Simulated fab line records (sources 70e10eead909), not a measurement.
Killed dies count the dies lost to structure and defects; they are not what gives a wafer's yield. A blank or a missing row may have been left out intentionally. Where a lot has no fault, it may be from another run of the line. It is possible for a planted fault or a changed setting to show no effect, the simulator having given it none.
Problem report, 8D (eight disciplines) form, completed by code | flow nand_harc | the parts of the form that need people (team, actions taken, sign-off) are left out

## 1. THE PROBLEM
At NHARC_A_M0_CD_MEAS_09, cd_nm averages 85.0 nm over 3 wafers from 3 lots, while fault-free wafers read 80.4 nm, standard deviation 0.78. Relative to the usual mean, that is a shift of +5.9 standard deviations.
The step: target cd 80 nm.
Seen first at day 27 18:54 on cd_sem-03, wafer L557.2. The record has a number at this step for 37 wafers belonging to 13 lots. Rule for "out" (also "out of limits"): further than 4 standard deviations from the usual mean. The rest of the wafers with a number are treated as sound.

## 2. WHAT THIS IS AND IS NOT
question                    | is                     | is not
which readings at this step | cd_nm                  | -
which lots                  | L557, L558, L560       | L546, L547, L550, L552, L554, L559, L565, L567, L568, L569
which wafers of those lots  | L557.2, L558.4, L560.4 | L557.5, L557.6, L558.3, L558.5
read on which gauges        | cd_sem-02, cd_sem-03   | cd_sem-01
when                        | from day 27 18:54      | up to then (17 sound wafers); but 17 sound wafers of L558, L559, L565, L567, L568, L569 came after

## 3. WHAT RULES OUT EACH SUSPECT
Counting: any tool at a process step up to the reading remains a suspect provided it ran every lot that is out. Sound lots after the first of them don't rule it out here, since some wafers of a struck lot are sound.
- ruled out: the gauge at NHARC_A_M0_CD_MEAS_09. 2 gauges (cd_sem-02, cd_sem-03) read the wafers that are out.
- litho_track-04 at NHARC_A_M0_PEB_07 (peb time 65 s): kept. It processed each lot that is out (first: L557, day 27 18:49); up to then, its last sound lot is L550 (day 23 22:46).
The count leaves litho_track-04 at NHARC_A_M0_PEB_07.

## 4. THE CAUSE (what the simulator had put in)
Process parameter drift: litho_track-04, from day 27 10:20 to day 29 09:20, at NHARC_A_M0_PEB_07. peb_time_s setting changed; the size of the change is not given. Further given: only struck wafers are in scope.
After counting, this tool was the only one left.

## 5. SEQUENCE OF EFFECTS, ordered by route
Rows list readings where the struck wafers' mean (over those with a number) sits beyond 3 standard deviations from the usual. Readings are gone through only where the record gives a usual standard deviation; hours: the median, over the lots, of the time from a lot's start at the first step in this table giving one to that lot's start at this step; sigmas: the change measured in usual standard deviations.
hours | step                  | reading | usual   | on struck wafers | change | sigmas
0     | NHARC_A_M0_CD_MEAS_09 | cd_nm   | 80.4 nm | 85.0             | +4.6   | +5.9
At these later measuring or inspecting steps, every struck wafer for which the step has a row has a number for every such reading, and none has moved that far: NHARC_A_M0_INSPECT_11, NHARC_END_SORT_01.

## 6. HOW IT WOULD HAVE BEEN CAUGHT EARLIER
Counted from the fault's start at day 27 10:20, it took 9 hours until the first out-of-limits reading at a measuring or inspecting step in this record, taken at day 27 18:54.
Of the tool readings at NHARC_A_M0_PEB_07 for which the record gives a usual standard deviation, none was out on any struck wafer, so an alarm limit of 4 standard deviations on them would not have fired.
Of the lots that are out (3), L558, L560 began NHARC_A_M0_PEB_07 on litho_track-04 after day 27 18:54. A hold on the tool at that time would have spared those 2.
